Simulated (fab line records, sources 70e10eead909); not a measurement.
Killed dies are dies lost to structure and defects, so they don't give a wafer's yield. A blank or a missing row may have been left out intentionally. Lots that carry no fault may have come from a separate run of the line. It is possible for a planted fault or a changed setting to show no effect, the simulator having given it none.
fab line records + flow nand-harc + part 2 of 2: steps 5 to 6 of 6
record
- lots=22
- wafers=66
- last-day=34
route steps=1302 shown A_CHANNEL_HOLE_D1@466 A_CHANNEL_FILL_D1@513
lots with no fault: from the same line, run without faults
start-h: the number of hours between the record's first day and the start of the first shown wafer of the lot + wait-h: hours from the lot's prior step to this one + " as in the row above + L1.1+2: a single row standing in for several wafers + - no value, or no start was given + * or withheld: withheld + < > ~ a bound
route shown NAME@n: NAME is a module with steps in the file, n the number in the route of the first one + usual: the fault-free wafers' mean and standard deviation + same: alike in all rows + chamber/n: place in a boat + sites: each site's reading + _std_site: how widely they spread, as a standard deviation + _edge_site: outer sites' mean less inner sites' + radius-mm: how far each site lies from the wafer's centre + mask NAME#n: copy n + behind: the most recent tool/chamber to have shaped the wafer + hold: cause of the lot's hold/its duration in hours/its outcome + device: transistor that didn't switch, given as n, p or np + end of line: tests run on the same wafers once the route is complete + a step given without rows: its recipe and nothing more + killed: not the wafer's yield, but the dies lost to structure and defects at the first sort + map: dies across one wafer; x = killed, . = not, _ = none there
set.NAME: the setting that was run; set.NAME@STEP: the one run at that earlier step + model.NAME: the simulator's own value behind a step, which no gauge read
route steps across a sampled set of lots; one table per step, one row per wafer
services: the hour from which a tool's chamber was out of use, counted from the record's first day as start-h (under 0 if before that day), plus the number of hours and why
## steps
# step NHARC_A_CHANNEL_HOLE_D1_ETCH_26
# recipe
- bias-v=300
- source-w=2000
- pressure-mtorr=30
- time-s=224.1
- ar-flow-sccm=375
- c4f8-flow-sccm=11.4
- o2-flow-sccm=113.6
- temp-c=-20
- target-depth-a=3000
- chemistry=C4F8/O2/Ar
# usual
- bias-v=300/3.2
- drypump-motor-current-A=5.9/0.65
- showerhead-plenum-p-Torr=3.59/0.13
- throttle-valve-pct=24.583/0.0094
| lot.wafer | tool        | chamber | start-h | wait-h | bias-v | drypump-motor-current-A | rf-hours-counter-h | showerhead-plenum-p-Torr | throttle-valve-pct |
|-----------|-------------|---------|---------|--------|--------|-------------------------|--------------------|--------------------------|--------------------|
| L074.2    | har-etch-01 | 0       | 188.58  | 0.7    | 301    | 5.3                     | 88                 | 3.54                     | 24.574             |
| L074.3    | "           | 1       | "       | "      | 300    | 6.4                     | -                  | 3.64                     | 24.590             |
| L074.6    | "           | 0       | "       | "      | 293    | 5.3                     | -                  | 3.54                     | 24.579             |
| L075.2    | har-etch-02 | 1       | 189.31  | 0.7    | 296    | 5.1                     | 305                | 3.66                     | 24.566             |
| L075.5    | "           | 1       | "       | "      | 296    | 5.1                     | -                  | 3.66                     | 24.589             |
| L075.6    | "           | 0       | "       | "      | 302    | 6.6                     | -                  | 3.52                     | 24.570             |
| L076.1    | har-etch-01 | 1       | 217.63  | 0.7    | 302    | 6.4                     | 103                | 3.63                     | 24.600             |
| L076.3    | "           | 1       | "       | "      | 303    | 6.4                     | -                  | 3.63                     | 24.585             |
| L076.5    | "           | 1       | "       | "      | 298    | 6.4                     | -                  | 3.63                     | 24.590             |
| L078.2    | har-etch-01 | 0       | 225.95  | 0.7    | 296    | 5.3                     | 111                | 3.53                     | 24.590             |
| L078.5    | "           | 0       | "       | "      | 293    | 5.3                     | -                  | 3.53                     | 24.572             |
| L078.6    | "           | 1       | "       | "      | 307    | 6.4                     | -                  | 3.62                     | 24.596             |
| L079.1    | har-etch-01 | 0       | 237.21  | 0.6    | 300    | 5.3                     | 115                | 3.53                     | 24.588             |
| L079.5    | "           | 1       | "       | "      | 295    | 6.4                     | -                  | 3.62                     | 24.561             |
| L079.6    | "           | 0       | "       | "      | 301    | 5.3                     | -                  | 3.53                     | 24.584             |
| L080.2    | har-etch-02 | 1       | 240.46  | 0.7    | 298    | 5.1                     | 333                | 3.64                     | 24.583             |
| L080.1    | "           | 0       | "       | "      | 299    | 6.6                     | 333                | 3.51                     | 24.592             |
| L080.6    | "           | 1       | "       | "      | 295    | 5.1                     | -                  | 3.64                     | 24.576             |
| L081.2    | har-etch-02 | 1       | 255.19  | 0.6    | 300    | 5.1                     | 344                | 3.64                     | 24.587             |
| L081.3    | "           | 0       | "       | "      | 297    | 6.6                     | -                  | 3.50                     | 24.587             |
| L081.5    | "           | 1       | "       | "      | 301    | 5.1                     | -                  | 3.64                     | 24.588             |
| L082.1    | har-etch-02 | 0       | 263.52  | 0.7    | 297    | 6.6                     | 352                | 3.50                     | 24.567             |
| L082.4    | "           | 1       | "       | "      | 296    | 5.1                     | -                  | 3.63                     | 24.578             |
| L082.5    | "           | 0       | "       | "      | 299    | 6.6                     | -                  | 3.50                     | 24.573             |
| L083.1    | har-etch-02 | 0       | 269.90  | 0.6    | 303    | 6.6                     | 356                | 3.49                     | 24.594             |
| L083.3    | "           | 0       | "       | "      | 300    | 6.6                     | -                  | 3.49                     | 24.571             |
| L083.6    | "           | 0       | "       | "      | 299    | 6.6                     | -                  | 3.49                     | 24.589             |
| L084.3    | har-etch-01 | 1       | 277.93  | 0.5    | 302    | 6.4                     | -                  | 3.61                     | 24.582             |
| L084.5    | "           | 1       | "       | "      | 301    | 6.4                     | -                  | 3.61                     | 24.581             |
| L084.6    | "           | 0       | "       | "      | 302    | 5.3                     | -                  | 3.51                     | 24.581             |
| L085.2    | har-etch-01 | 0       | 296.53  | 0.7    | 305    | 5.3                     | 149                | 3.51                     | 24.598             |
| L085.1    | "           | 1       | "       | "      | 299    | 6.4                     | 149                | 3.60                     | 24.578             |
| L085.3    | "           | 1       | "       | "      | 302    | 6.4                     | -                  | 3.60                     | 24.589             |
| L086.2    | har-etch-01 | 1       | 307.72  | 0.7    | 304    | 6.4                     | 156                | 3.60                     | 24.582             |
| L086.1    | "           | 0       | "       | "      | 295    | 5.3                     | 156                | 3.50                     | 24.575             |
| L086.6    | "           | 0       | "       | "      | 299    | 5.3                     | -                  | 3.50                     | 24.574             |
| L087.2    | har-etch-01 | 1       | 329.92  | 0.6    | 307    | 6.4                     | 164                | 3.60                     | 24.591             |
| L087.5    | "           | 0       | "       | "      | 304    | 5.3                     | -                  | 3.50                     | 24.581             |
| L087.6    | "           | 1       | "       | "      | 304    | 6.4                     | -                  | 3.59                     | 24.569             |
| L088.2    | har-etch-02 | 0       | 330.21  | 0.7    | 298    | 6.6                     | 382                | 3.48                     | 24.575             |
| L088.1    | "           | 1       | "       | "      | 298    | 5.1                     | 382                | 3.61                     | 24.584             |
| L088.3    | "           | 0       | "       | "      | 300    | 6.6                     | -                  | 3.48                     | 24.585             |
| L089.1    | har-etch-01 | 1       | 334.06  | 0.7    | 303    | 6.4                     | 168                | 3.59                     | 24.595             |
| L089.3    | "           | 1       | "       | "      | 305    | 6.4                     | -                  | 3.59                     | 24.570             |
| L089.5    | "           | 0       | "       | "      | 301    | 5.3                     | -                  | 3.50                     | 24.585             |
| L090.3    | har-etch-02 | 0       | 346.64  | 1.0    | 295    | 6.6                     | -                  | 3.47                     | 24.578             |
| L090.4    | "           | 0       | "       | "      | 297    | 6.6                     | -                  | 3.47                     | 24.582             |
| L090.6    | "           | 0       | "       | "      | 299    | 6.6                     | -                  | 3.47                     | 24.571             |
| L091.2    | har-etch-01 | 0       | 354.57  | 0.7    | 300    | 5.3                     | 187                | 3.49                     | 24.584             |
| L091.5    | "           | 0       | "       | "      | 293    | 5.3                     | -                  | 3.49                     | 24.580             |
| L091.6    | "           | 1       | "       | "      | 304    | 6.4                     | -                  | 3.58                     | 24.601             |
| L092.1    | har-etch-01 | 1       | 361.21  | 0.7    | 302    | 6.4                     | 191                | 3.58                     | 24.588             |
| L092.6    | "           | 1       | "       | "      | 303    | 6.4                     | -                  | 3.58                     | 24.603             |
| L092.5    | "           | 0       | "       | "      | 300    | 5.3                     | -                  | 3.49                     | 24.599             |
| L093.1    | har-etch-02 | 0       | 376.85  | 0.7    | 293    | 6.6                     | 421                | 3.46                     | 24.585             |
| L093.3    | "           | 1       | "       | "      | 302    | 5.1                     | -                  | 3.61                     | 24.574             |
| L093.6    | "           | 1       | "       | "      | 301    | 5.1                     | -                  | 3.61                     | 24.577             |
| L094.1    | har-etch-02 | 1       | 400.84  | 0.7    | 304    | 5.1                     | 4                  | 3.99                     | 24.586             |
| L094.3    | "           | 1       | "       | "      | 301    | 5.1                     | -                  | 3.99                     | 24.586             |
| L094.4    | "           | 0       | "       | "      | 305    | 6.6                     | -                  | 3.99                     | 24.569             |
| L096.4    | har-etch-02 | 0       | 405.13  | 0.5    | 302    | 6.6                     | -                  | 3.99                     | 24.586             |
| L096.3    | "           | 1       | "       | "      | 296    | 5.1                     | -                  | 3.99                     | 24.592             |
| L096.5    | "           | 0       | "       | "      | 301    | 6.6                     | -                  | 3.99                     | 24.593             |
| L097.1    | har-etch-01 | 1       | 423.47  | 0.6    | 301    | 6.4                     | 236                | 3.56                     | 24.579             |
| L097.6    | "           | 0       | "       | "      | 301    | 5.2                     | -                  | 3.46                     | 24.584             |
| L097.5    | "           | 1       | "       | "      | 299    | 6.4                     | -                  | 3.55                     | 24.584             |
# step NHARC_A_CHANNEL_FILL_D1_CMP_10
# recipe
- target-thk-nm=150
# usual
- motor-current-A=12.2/1.7
- slurry-flow-ml-min=150.0/0.44
- time-to-endpoint-s=14.7/2.2
| lot.wafer | tool   | chamber | start-h | wait-h | motor-current-A | slurry-flow-ml-min | time-to-endpoint-s |
|-----------|--------|---------|---------|--------|-----------------|--------------------|--------------------|
| L075.2    | cmp-04 | 3       | 241.97  | 0.4    | 15.5            | 150.1              | 11.6               |
| L075.6    | "      | 3       | "       | "      | 15.5            | 149.8              | 10.8               |
| L075.5    | "      | 0       | "       | "      | 13.5            | 149.9              | 17.0               |
| L074.2    | cmp-03 | 1       | 241.97  | 0.4    | 12.4            | 150.0              | 12.0               |
| L074.3    | "      | 2       | "       | "      | 14.0            | 150.1              | 14.2               |
| L074.6    | "      | 2       | "       | "      | 13.9            | 151.0              | 14.3               |
| L076.3    | cmp-03 | 2       | 268.43  | 0.4    | 14.2            | 149.3              | 14.0               |
| L076.1    | "      | 0       | "       | "      | 10.9            | 149.9              | 14.8               |
| L076.5    | "      | 2       | "       | "      | 14.1            | 150.1              | 14.6               |
| L078.2    | cmp-02 | 3       | 278.46  | 0.4    | 13.1            | 149.8              | 14.2               |
| L078.5    | "      | 0       | "       | "      | 11.2            | 150.1              | 13.9               |
| L078.6    | "      | 1       | "       | "      | 9.8             | 150.8              | 14.6               |
| L079.1    | cmp-04 | 1       | 288.65  | 0.4    | 9.8             | 150.2              | 10.2               |
| L079.6    | "      | 1       | "       | "      | 9.7             | 150.3              | 12.2               |
| L079.5    | "      | 2       | "       | "      | 10.2            | 149.5              | 19.1               |
| L080.2    | cmp-02 | 2       | 288.70  | 0.4    | 12.0            | 149.9              | 15.2               |
| L080.1    | "      | 3       | "       | "      | 12.8            | 150.5              | 14.4               |
| L080.6    | "      | 1       | "       | "      | 10.0            | 149.4              | 15.6               |
| L082.1    | cmp-02 | 2       | 311.76  | 0.4    | 11.8            | 149.6              | 14.6               |
| L082.4    | "      | 1       | "       | "      | 9.7             | 150.1              | 15.3               |
| L082.5    | "      | 2       | "       | "      | 12.2            | 149.6              | 12.2               |
| L081.2    | cmp-03 | 3       | 311.81  | 0.4    | 14.1            | 150.7              | 14.2               |
| L081.3    | "      | 0       | "       | "      | 10.5            | 149.8              | 16.8               |
| L081.5    | "      | 1       | "       | "      | 11.7            | 150.8              | 14.6               |
| L083.1    | cmp-04 | 3       | 319.62  | 0.4    | 15.7            | 150.2              | 15.5               |
| L083.3    | "      | 1       | "       | "      | 10.3            | 150.5              | 14.0               |
| L083.6    | "      | 2       | "       | "      | 9.9             | 150.1              | 16.0               |
| L084.3    | cmp-03 | 0       | 328.08  | 0.4    | 10.9            | 150.5              | 14.8               |
| L084.6    | "      | 1       | "       | "      | 10.7            | 150.0              | 14.0               |
| L084.5    | "      | 2       | "       | "      | 13.7            | 149.8              | 17.2               |
| L085.1    | cmp-03 | 3       | 352.35  | 0.4    | 14.3            | 149.6              | 12.1               |
| L085.3    | "      | 0       | "       | "      | 10.8            | 150.0              | 12.2               |
| L085.2    | "      | 2       | "       | "      | 14.7            | 150.3              | 15.5               |
| L086.1    | cmp-02 | 2       | 360.04  | 0.4    | 12.5            | 150.0              | 16.5               |
| L086.2    | "      | 1       | "       | "      | 9.6             | 149.8              | 11.9               |
| L086.6    | "      | 3       | "       | "      | 12.5            | 149.7              | 14.7               |
| L088.1    | cmp-03 | 1       | 381.48  | 0.4    | 11.3            | 149.8              | 14.2               |
| L088.3    | "      | 2       | "       | "      | 13.4            | 150.3              | 15.9               |
| L088.2    | "      | 3       | "       | "      | 14.4            | 150.6              | 13.6               |
| L087.2    | cmp-02 | 3       | 381.50  | 0.4    | 12.8            | 150.1              | 12.9               |
| L087.6    | "      | 2       | "       | "      | 11.8            | 150.6              | 14.8               |
| L087.5    | "      | 3       | "       | "      | 13.1            | 150.0              | 12.6               |
| L089.1    | cmp-03 | 3       | 388.68  | 0.4    | 14.1            | 150.7              | 13.4               |
| L089.3    | "      | 1       | "       | "      | 11.2            | 150.1              | 14.8               |
| L089.5    | "      | 0       | "       | "      | 11.1            | 150.5              | 19.1               |
| L090.3    | cmp-02 | 0       | 397.26  | 0.4    | 11.4            | 149.6              | 14.1               |
| L090.4    | "      | 1       | "       | "      | 10.2            | 150.5              | 14.1               |
| L090.6    | "      | 0       | "       | "      | 11.2            | 149.7              | 14.9               |
| L091.2    | cmp-03 | 0       | 411.07  | 0.4    | 11.3            | 150.6              | 18.2               |
| L091.6    | "      | 1       | "       | "      | 11.2            | 150.3              | 13.3               |
| L091.5    | "      | 2       | "       | "      | 14.3            | 150.5              | 16.1               |
| L092.1    | cmp-03 | 2       | 411.22  | 0.6    | 13.6            | 149.5              | 18.0               |
| L092.6    | "      | 3       | "       | "      | 14.0            | 149.8              | 14.8               |
| L092.5    | "      | 0       | "       | "      | 10.3            | 149.4              | 17.9               |
| L093.3    | cmp-03 | 1       | 432.23  | 0.4    | 11.6            | 149.8              | 16.0               |
| L093.1    | "      | 3       | "       | "      | 13.2            | 150.1              | 15.4               |
| L093.6    | "      | 2       | "       | "      | 13.3            | 149.3              | 16.5               |
| L094.1    | cmp-04 | 0       | 453.00  | 0.4    | 12.8            | 151.0              | 14.5               |
| L094.3    | "      | 1       | "       | "      | 10.1            | 151.2              | 13.4               |
| L094.4    | "      | 2       | "       | "      | 10.5            | 150.3              | 18.9               |
| L096.3    | cmp-02 | 3       | 453.00  | 0.4    | 13.4            | 149.5              | 12.8               |
| L096.4    | "      | 1       | "       | "      | 10.6            | 150.5              | 13.4               |
| L096.5    | "      | 3       | "       | "      | 13.4            | 148.9              | 11.8               |
| L097.1    | cmp-03 | 0       | 473.26  | 0.4    | 11.1            | 151.0              | 18.0               |
| L097.6    | "      | 0       | "       | "      | 10.9            | 150.3              | 19.2               |
| L097.5    | "      | 1       | "       | "      | 11.9            | 150.0              | 17.5               |
## services
| tool        | chamber | start-h | hours | kind   |
|-------------|---------|---------|-------|--------|
| cmp-03      | -       | 162.00  | 4.0   | pm     |
| rie-diel-06 | 2       | 187.04  | 6.6   | repair |
| har-etch-01 | -       | 191.05  | 0.8   | repair |
| cmp-03      | -       | 205.01  | 1.2   | repair |
| cmp-03      | -       | 207.83  | 3.0   | repair |
| rie-diel-06 | 3       | 224.66  | 6.1   | repair |
| cmp-03      | -       | 224.67  | 1.2   | repair |
| cmp-02      | -       | 232.50  | 4.0   | pm     |
| cmp-03      | -       | 260.00  | 4.0   | pm     |
| cmp-02      | -       | 270.76  | 0.5   | repair |
| rie-diel-06 | -       | 307.35  | 9.0   | pm     |
| har-etch-01 | -       | 323.29  | 1.9   | repair |
| cmp-03      | -       | 358.00  | 4.0   | pm     |
| har-etch-02 | -       | 380.05  | 17.0  | pm     |
| cmp-03      | -       | 382.81  | 1.2   | repair |
| rie-diel-06 | 2       | 385.34  | 11.2  | repair |
| cmp-03      | -       | 392.61  | 1.0   | repair |
| cmp-03      | -       | 420.50  | 1.9   | repair |
| rie-diel-06 | 0       | 422.24  | 2.7   | repair |
| cmp-03      | -       | 427.24  | 0.9   | repair |
| cmp-03      | -       | 438.60  | 0.7   | repair |
| rie-diel-06 | 3       | 444.37  | 10.1  | repair |
| cmp-03      | -       | 450.20  | 2.5   | repair |
| cmp-03      | -       | 456.16  | 4.0   | pm     |
